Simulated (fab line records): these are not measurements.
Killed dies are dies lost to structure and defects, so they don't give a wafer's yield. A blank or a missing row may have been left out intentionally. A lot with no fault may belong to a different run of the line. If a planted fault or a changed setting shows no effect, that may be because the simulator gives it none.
Struck lot and sound lot, side by side ; flow nand harc ; 13 steps out of a route of 1159
Sound: wafers L938.1, L938.3, L938.6. Wafers L941.3, L941.5, L941.6 were the ones struck. The cause is named last.
Order at every step that has rows: each side's tool, ch and its chambers, its first start. Under that, the readings that differ: sound wafers ; struck wafers ; difference of the means ; sigmas: that difference in standard deviations of wafers without a fault.
alike: readings with means less than 2 such deviations apart, plus words and numbers identical on both sides. not compared: withheld readings, readings lacking a value on some wafer, bounds such as >300 that could conceal the same value, and numbers that have no deviation in the record and whose values overlap.
A row with sigmas, a row that says differs or no value, or rows on one side alone: a step with any of these is where the two part. When numbers do not overlap yet have no deviation, they are printed without sigmas and do not part them. A reading that every wafer of one side lacks parts them only if that side has two wafers or more.

NHARC_A_ONON_D1_THK_MEAS_34: measures by ellipsometry.
  sound on film metro-01 at day 8 08:26; struck on film metro-01 at day 9 01:40
  alike: thk nm
NHARC_A_ONON_D1_INSPECT_32:
  sound on defect inspect-01 at day 8 08:30; struck on defect inspect-01 at day 9 01:44
  alike: raw defect count
NHARC_A_CHANNEL_HOLE_D1_DEP_00: deposits aC, target thk 3100 nm.
  sound on acl dep-03 ch 0, day 8 13:02; struck on acl dep-02 ch 0, day 9 02:26
  alike: throttle valve pct
NHARC_A_CHANNEL_HOLE_D1_DEP_01: deposits SiON, target thk 140 nm.
  sound on pecvd-04 ch 0,1,2, day 8 14:58; struck on pecvd-01 ch 0,1,2, day 9 03:46
  alike: chamber pressure Torr, heater power w
then, 7 steps without rows for these wafers: NHARC_A_CHANNEL_HOLE_D1_DEHYDRATE_02 (time 120 s); NHARC_A_CHANNEL_HOLE_D1_HMDS_03 (time 30 s); NHARC_A_CHANNEL_HOLE_D1_COAT_36 (time 75 s); NHARC_A_CHANNEL_HOLE_D1_COAT_37 (time 65 s); NHARC_A_CHANNEL_HOLE_D1_COAT_04 (resist thk 90 nm); NHARC_A_CHANNEL_HOLE_D1_SOFTBAKE_05 (time 55 s); NHARC_A_CHANNEL_HOLE_D1_EBR_06.
NHARC_A_CHANNEL_HOLE_D1_EXPOSE_07: exposes mask HOLE D1, target cd 100 nm.
  struck on arfi scanner-03, day 9 04:10; sound on arfi scanner-02 ch 0, day 8 15:32
  no value came back on the struck wafers for exposure dose mJ cm2, focus offset nm (nm), stage vel mm s (mm/s); on the sound wafers exposure dose mJ cm2 reads 59.61 59.58 59.51
  alike: mask
then, 1 step without rows for these wafers: NHARC_A_CHANNEL_HOLE_D1_PEB_08 (peb time 65 s).

== WHERE THEY PART ==
NHARC_A_CHANNEL_HOLE_D1_EXPOSE_07 only, going by this record.

WHY: what had been put in by the simulator
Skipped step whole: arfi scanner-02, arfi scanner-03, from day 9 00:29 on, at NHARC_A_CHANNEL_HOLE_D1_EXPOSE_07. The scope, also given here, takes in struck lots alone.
